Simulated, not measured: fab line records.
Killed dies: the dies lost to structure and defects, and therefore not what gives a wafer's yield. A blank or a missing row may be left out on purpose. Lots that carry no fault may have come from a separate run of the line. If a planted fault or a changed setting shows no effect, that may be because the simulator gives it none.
Which of the tools did it? | flow n5-finfet | 72 wafers from 24 lots sampled at 5 of the route's 1938 steps

== WHAT THE GAUGES READ, wafer by wafer ==
N5_SD_EPI_N_OVL_MEAS_10. Usual: for SD_N_BLK_OVL the level is -0.3 nm and the standard deviation is 0.64.
lot  | measured    | on         | SD_N_BLK_OVL (nm) | flag
L074 | day 3 00:40 | overlay-01 | -0.1 -1.1 -0.2    |
L075 | day 3 06:01 | overlay-01 | -0.1 1.0 0.9      |
L076 | day 3 11:54 | overlay-02 | -1.0 -0.2 -1.7    |
L077 | day 3 19:41 | overlay-01 | 0.2 -0.5 -0.4     |
L078 | day 4 01:14 | overlay-02 | 0.0 -0.1 -0.3     |
L079 | day 4 06:50 | overlay-02 | -0.2 -0.2 -1.1    |
L080 | day 4 12:50 | overlay-02 | -0.1 0.5 0.4      |
L081 | day 4 18:50 | overlay-01 | 0.1 -0.4 0.5      |
L082 | day 5 02:26 | overlay-02 | -0.4 0.4 0.4      |
L083 | day 5 12:11 | overlay-02 | -0.2 0.0 0.0      |
L084 | day 5 14:22 | overlay-01 | -1.2 -0.9 -1.2    |
L085 | day 5 21:23 | overlay-02 | -0.7 0.0 0.2      |
L086 | day 6 03:12 | overlay-02 | -0.2 -0.9 0.4     |
L087 | day 6 08:46 | overlay-02 | -0.2 -1.2 -0.9    |
L088 | day 6 13:18 | overlay-01 | -0.4 0.0 0.2      |
L089 | day 6 18:50 | overlay-01 | -1.5 -0.1 -0.2    |
L090 | day 7 00:26 | overlay-01 | -0.1 -0.5 -0.5    |
L091 | day 7 07:06 | overlay-02 | -0.1 -0.3 1.3     |
L092 | day 7 12:30 | overlay-01 | -0.3 1.0 0.5      |
L093 | day 7 17:15 | overlay-01 | -0.3 -1.0 -0.7    |
L094 | day 8 00:18 | overlay-01 | -0.3 0.4 0.2      |
L095 | day 8 05:17 | overlay-02 | -1.3 -1.7 -0.4    |
L096 | day 8 13:38 | overlay-02 | -0.7 1.1 0.7      |
L097 | day 9 00:33 | overlay-02 | -0.2 -0.9 -0.3    |

N5_ILD0_THK_MEAS_13. Usual: thk-nm at 17.9 nm, with a standard deviation of 0.99.
lot  | measured    | on            | thk-nm (nm)    | flag
L074 | day 3 18:02 | film-metro-02 | 16.8 18.3 18.3 |
L075 | day 4 03:14 | film-metro-02 | 18.0 16.7 17.1 |
L076 | day 4 05:09 | film-metro-01 | 19.4 18.2 18.3 |
L077 | day 4 11:10 | film-metro-01 | 17.4 18.8 18.5 |
L078 | day 4 17:20 | film-metro-01 | 18.5 17.6 17.7 |
L079 | day 4 23:18 | film-metro-01 | 20.9 18.6 19.8 |
L080 | day 5 05:05 | film-metro-01 | 15.8 19.1 17.0 |
L081 | day 5 10:55 | film-metro-01 | 17.8 16.2 18.1 |
L082 | day 5 20:14 | film-metro-01 | 18.5 19.5 19.5 |
L083 | day 6 04:00 | film-metro-01 | 19.8 18.8 18.8 |
L084 | day 6 06:18 | film-metro-01 | 15.7 17.8 15.7 |
L085 | day 6 13:16 | film-metro-01 | 19.3 18.1 18.6 |
L086 | day 6 19:03 | film-metro-02 | 17.8 17.2 17.7 |
L087 | day 7 00:31 | film-metro-02 | 17.9 16.7 15.9 |
L088 | day 7 05:36 | film-metro-01 | 17.3 16.6 17.2 |
L089 | day 7 11:20 | film-metro-02 | 18.2 19.3 18.8 |
L090 | day 7 16:05 | film-metro-02 | 17.7 18.8 18.5 |
L091 | day 7 22:26 | film-metro-02 | 17.6 16.6 16.2 |
L092 | day 8 04:41 | film-metro-02 | 16.3 16.6 17.3 |
L093 | day 8 10:21 | film-metro-02 | 17.6 17.7 18.5 |
L094 | day 8 17:11 | film-metro-01 | 18.0 17.1 18.2 |
L095 | day 9 00:25 | film-metro-02 | 18.9 18.5 18.5 |
L096 | day 9 07:32 | film-metro-01 | 17.0 17.5 17.8 |
L097 | day 9 16:31 | film-metro-01 | 17.3 19.1 18.1 |

N5_ILD0_INSPECT_06: inspects for defects (darkfield). Usual: raw-defect-count at 33, with a standard deviation of 16.
lot  | measured    | on                | raw-defect-count | flag
L074 | day 3 18:04 | defect-inspect-02 | 41 28 14         |
L075 | day 4 03:16 | defect-inspect-02 | 47 62 50         |
L076 | day 4 05:11 | defect-inspect-02 | 68 34 50         |
L077 | day 4 11:11 | defect-inspect-01 | 44 40 55         |
L078 | day 4 17:22 | defect-inspect-02 | 26 31 60         |
L079 | day 4 23:19 | defect-inspect-01 | 57 46 55         |
L080 | day 5 05:07 | defect-inspect-01 | 25 13 35         |
L081 | day 5 10:56 | defect-inspect-01 | 54 31 40         |
L082 | day 5 20:15 | defect-inspect-02 | 50 51 76         |
L083 | day 6 04:01 | defect-inspect-01 | 55 24 35         |
L084 | day 6 06:19 | defect-inspect-02 | 21 20 33         |
L085 | day 6 13:17 | defect-inspect-02 | 12 23 24         |
L086 | day 6 19:05 | defect-inspect-01 | 28 13 19         |
L087 | day 7 00:32 | defect-inspect-01 | 11 9 28          |
L088 | day 7 05:37 | defect-inspect-02 | 21 18 17         |
L089 | day 7 11:22 | defect-inspect-02 | 35 20 21         |
L090 | day 7 16:07 | defect-inspect-02 | 22 37 20         |
L091 | day 7 22:28 | defect-inspect-02 | 22 23 23         |
L092 | day 8 04:43 | defect-inspect-02 | 16 26 26         |
L093 | day 8 10:22 | defect-inspect-02 | 33 37 66         |
L094 | day 8 17:13 | defect-inspect-02 | 26 59 41         |
L095 | day 9 00:26 | defect-inspect-01 | 44 36 30         |
L096 | day 9 07:34 | defect-inspect-02 | 31 59 38         |
L097 | day 9 16:32 | defect-inspect-02 | 17 22 11         |

== EACH LOT AND THE TOOL THAT RAN IT (in order: tool; ch and the chambers of the sampled wafers; start) ==
lot  | N5_SD_EPI_N_DESCUM_14             | N5_SD_EPI_P_ETCH_47
L074 | rie-diel-02 ch 0,1,3, day 3 00:44 | rie-diel-03 ch 0,1, day 3 06:31
L075 | rie-diel-05 ch 0,3, day 3 06:13   | rie-diel-01 ch 0,1, day 3 16:49
L076 | rie-diel-05 ch 0,2,3, day 3 11:58 | rie-diel-06 ch 1,2, day 3 17:48
L077 | rie-diel-05 ch 0,1,3, day 3 19:45 | rie-diel-01 ch 0,1,2, day 4 00:42
L078 | rie-diel-02 ch 0,1,3, day 4 01:17 | rie-diel-01 ch 0,1,2, day 4 07:03
L079 | rie-diel-02 ch 1,2,3, day 4 06:54 | rie-diel-03 ch 0,2,3, day 4 12:38
L080 | rie-diel-05 ch 0,2,3, day 4 12:53 | rie-diel-01 ch 0,1, day 4 18:32
L081 | rie-diel-02 ch 0,1,2, day 4 18:55 | rie-diel-01 ch 0,2,3, day 5 00:40
L082 | rie-diel-02 ch 0,1, day 5 02:30   | rie-diel-03 ch 0,2,3, day 5 08:04
L083 | rie-diel-05 ch 0,1,3, day 5 12:25 | rie-diel-03 ch 1,2,3, day 5 17:34
L084 | rie-diel-04 ch 0,1,3, day 5 14:26 | rie-diel-06 ch 1,2, day 5 19:59
L085 | rie-diel-02 ch 0,2,3, day 5 21:27 | rie-diel-06 ch 1,3, day 6 02:52
L086 | rie-diel-02 ch 1,2, day 6 03:16   | rie-diel-03 ch 2,3, day 6 08:31
L087 | rie-diel-05 ch 2, day 6 08:50     | rie-diel-01 ch 1,3, day 6 14:18
L088 | rie-diel-04 ch 0,1,2, day 6 13:41 | rie-diel-03 ch 0,1,3, day 6 18:58
L089 | rie-diel-04 ch 0,1,2, day 6 18:53 | rie-diel-01 ch 0,1,3, day 7 01:07
L090 | rie-diel-04 ch 0,3, day 7 00:30   | rie-diel-01 ch 2,3, day 7 05:21
L091 | rie-diel-04 ch 0,2,3, day 7 07:16 | rie-diel-06 ch 0,2,3, day 7 12:14
L092 | rie-diel-05 ch 1,2,3, day 7 12:44 | rie-diel-06 ch 0,1,3, day 7 18:12
L093 | rie-diel-05 ch 0,3, day 7 17:41   | rie-diel-01 ch 0,2, day 7 23:00
L094 | rie-diel-05 ch 0,3, day 8 00:22   | rie-diel-01 ch 2,3, day 8 06:04
L095 | rie-diel-02 ch 0,3, day 8 05:52   | rie-diel-06 ch 1,2,3, day 8 12:58
L096 | rie-diel-05 ch 1,2,3, day 8 13:47 | rie-diel-03 ch 0,1, day 8 19:47
L097 | rie-diel-04 ch 0,2, day 9 00:44   | rie-diel-06 ch 1,2, day 9 06:04
- N5_SD_EPI_N_DESCUM_14: chemistry O2, time 7.9 s.
- N5_SD_EPI_P_ETCH_47: etches SiOCN in CH3F/O2, target depth 25 nm.

== WHAT THE TOOLS THEMSELVES READ (means of the sampled wafers that have a number; where no wafer has one, the mark that the record gives instead) ==
N5_SD_EPI_N_DESCUM_14. Usual: drypump-motor-current-A 5.8 A, standard deviation 0.42; oes-product-au 0.76 a.u., standard deviation 0.082; rf-vpp-V 243.5 V, standard deviation 1.5; showerhead-plenum-p-Torr 2.11 Torr, standard deviation 0.083; temp-c 40.00 C, standard deviation 0.11; throttle-valve-pct 20.53 %, standard deviation 0.14.
lot  | tool        | drypump-motor-current-A (A) | oes-product-au (a.u.) | rf-vpp-V (V) | showerhead-plenum-p-Torr (Torr) | temp-c (C) | throttle-valve-pct (%) | flag
L074 | rie-diel-02 | 5.7                         | 0.78                  | 242.9        | 2.08                            | 39.96      | 20.40                  |
L075 | rie-diel-05 | 6.5                         | 0.72                  | 244.5        | 2.18                            | 40.05      | 20.58                  |
L076 | rie-diel-05 | 6.2                         | 0.72                  | 244.4        | 2.17                            | 39.98      | 20.65                  |
L077 | rie-diel-05 | 6.1                         | 0.71                  | 243.1        | 2.11                            | 39.91      | 20.56                  |
L078 | rie-diel-02 | 5.7                         | 0.77                  | 242.7        | 2.07                            | 40.07      | 20.42                  |
L079 | rie-diel-02 | 5.7                         | 0.80                  | 243.8        | 2.14                            | 39.99      | 20.47                  |
L080 | rie-diel-05 | 6.2                         | 0.71                  | 244.7        | 2.17                            | 40.05      | 20.65                  |
L081 | rie-diel-02 | 5.7                         | 0.78                  | 243.7        | 2.13                            | 40.01      | 20.38                  |
L082 | rie-diel-02 | 5.7                         | 0.76                  | 244.2        | 2.13                            | 40.01      | 20.36                  |
L083 | rie-diel-05 | 6.1                         | 0.69                  | 243.5        | 2.10                            | 40.04      | 20.60                  |
L084 | rie-diel-04 | 5.6                         | 0.78                  | 242.3        | 2.06                            | 40.01      | 20.56                  |
L085 | rie-diel-02 | 5.6                         | 0.79                  | 243.1        | 2.07                            | 40.03      | 20.47                  |
L086 | rie-diel-02 | 5.7                         | 0.78                  | 245.6        | 2.19                            | 40.06      | 20.42                  |
L087 | rie-diel-05 | 5.7                         | 0.70                  | 245.1        | 2.16                            | 40.00      | 20.76                  |
L088 | rie-diel-04 | 5.6                         | 0.78                  | 242.5        | 2.03                            | 40.05      | 20.52                  |
L089 | rie-diel-04 | 5.6                         | 0.77                  | 242.2        | 2.03                            | 40.04      | 20.52                  |
L090 | rie-diel-04 | 5.4                         | 0.70                  | 242.6        | 2.10                            | 39.98      | 20.61                  |
L091 | rie-diel-04 | 5.5                         | 0.70                  | 242.6        | 2.07                            | 39.98      | 20.56                  |
L092 | rie-diel-05 | 5.9                         | 0.69                  | 244.1        | 2.10                            | 39.91      | 20.63                  |
L093 | rie-diel-05 | 6.5                         | 0.79                  | 244.7        | 2.16                            | 40.00      | 20.50                  |
L094 | rie-diel-05 | 6.5                         | 0.77                  | 243.8        | 2.16                            | 40.05      | 20.51                  |
L095 | rie-diel-02 | 5.6                         | 0.73                  | 241.9        | 2.00                            | 39.98      | 20.45                  |
L096 | rie-diel-05 | 5.9                         | 0.79                  | 244.6        | 2.19                            | 40.07      | 20.51                  |
L097 | rie-diel-04 | 5.8                         | 0.88                  | 243.7        | 2.17                            | 39.79      | 20.32                  |

N5_SD_EPI_P_ETCH_47. Usual: drypump-motor-current-A 5.8 A, standard deviation 0.36; mfc-ar-sccm 150.0 sccm, standard deviation 0.49; oes-product-au 0.81 a.u., standard deviation 0.094; rf-vpp-V 126.8 V, standard deviation 1.5; showerhead-plenum-p-Torr 1.99 Torr, standard deviation 0.061; throttle-valve-pct 16.34 %, standard deviation 0.2.
lot  | tool        | drypump-motor-current-A (A) | mfc-ar-sccm (sccm) | oes-product-au (a.u.) | rf-vpp-V (V) | showerhead-plenum-p-Torr (Torr) | throttle-valve-pct (%) | flag
L074 | rie-diel-03 | 5.7                         | 149.9              | 0.89                  | 129.3        | 2.00                            | 16.27                  |
L075 | rie-diel-01 | 5.5                         | 150.0              | 0.71                  | 125.3        | 1.95                            | 16.64                  |
L076 | rie-diel-06 | 6.0                         | 150.2              | 0.73                  | 126.2        | 2.00                            | 16.54                  |
L077 | rie-diel-01 | 5.6                         | 149.5              | 0.76                  | 127.0        | 1.97                            | 16.55                  |
L078 | rie-diel-01 | 5.6                         | 150.0              | 0.76                  | 127.2        | 1.97                            | 16.56                  |
L079 | rie-diel-03 | 6.0                         | 149.8              | 0.89                  | 126.5        | 1.98                            | 16.20                  |
L080 | rie-diel-01 | 5.6                         | 150.2              | 0.72                  | 125.6        | 1.93                            | 16.60                  |
L081 | rie-diel-01 | 5.7                         | 150.0              | 0.84                  | 126.0        | 2.02                            | 16.38                  |
L082 | rie-diel-03 | 6.0                         | 150.3              | 0.88                  | 127.3        | 1.98                            | 16.22                  |
L083 | rie-diel-03 | 5.7                         | 150.1              | 0.80                  | 126.9        | 2.02                            | 16.15                  |
L084 | rie-diel-06 | 6.0                         | 150.5              | 0.71                  | 126.1        | 1.99                            | 16.58                  |
L085 | rie-diel-06 | 6.1                         | 150.4              | 0.67                  | 126.0        | 1.95                            | 16.58                  |
L086 | rie-diel-03 | 6.0                         | 149.7              | 0.85                  | 126.3        | 2.01                            | 16.18                  |
L087 | rie-diel-01 | 6.0                         | 149.9              | 0.87                  | 124.5        | 1.99                            | 16.24                  |
L088 | rie-diel-03 | 5.8                         | 150.1              | 0.81                  | 129.0        | 1.99                            | 16.23                  |
L089 | rie-diel-01 | 5.7                         | 150.3              | 0.88                  | 125.9        | 1.97                            | 16.30                  |
L090 | rie-diel-01 | 5.8                         | 150.4              | 0.86                  | 127.4        | 2.03                            | 16.32                  |
L091 | rie-diel-06 | 5.9                         | 149.7              | 0.76                  | 127.0        | 2.00                            | 16.25                  |
L092 | rie-diel-06 | 6.2                         | 149.5              | 0.81                  | 126.7        | 1.98                            | 16.26                  |
L093 | rie-diel-01 | 5.6                         | 149.7              | 0.86                  | 127.8        | 2.01                            | 16.40                  |
L094 | rie-diel-01 | 5.8                         | 150.1              | 0.86                  | 126.9        | 2.03                            | 16.35                  |
L095 | rie-diel-06 | 5.9                         | 150.0              | 0.80                  | 125.7        | 1.96                            | 16.26                  |
L096 | rie-diel-03 | 5.7                         | 149.8              | 0.82                  | 128.0        | 1.99                            | 16.34                  |
L097 | rie-diel-06 | 6.0                         | 150.0              | 0.88                  | 125.2        | 1.99                            | 16.29                  |

== THE ANSWER, worked out from the rows above alone ==
Rule: lot off if the mean of its wafers having a number is beyond 3 standard deviations from the usual mean. A lot without any number at a reading at which 4 lots or more have one is off too. Where the step has rows for the other lots, those lots are counted as sound. First the gauges in route order, then the tools' own readings, where a lot's mean is used as printed above. At the first step where some lot is off, the reading lying furthest off is the one used; lots without a number count as furthest.
No lot is off on any of the readings shown, so nothing can be concluded from this.

== WHAT HAD BEEN PUT IN BY THE SIMULATOR ==
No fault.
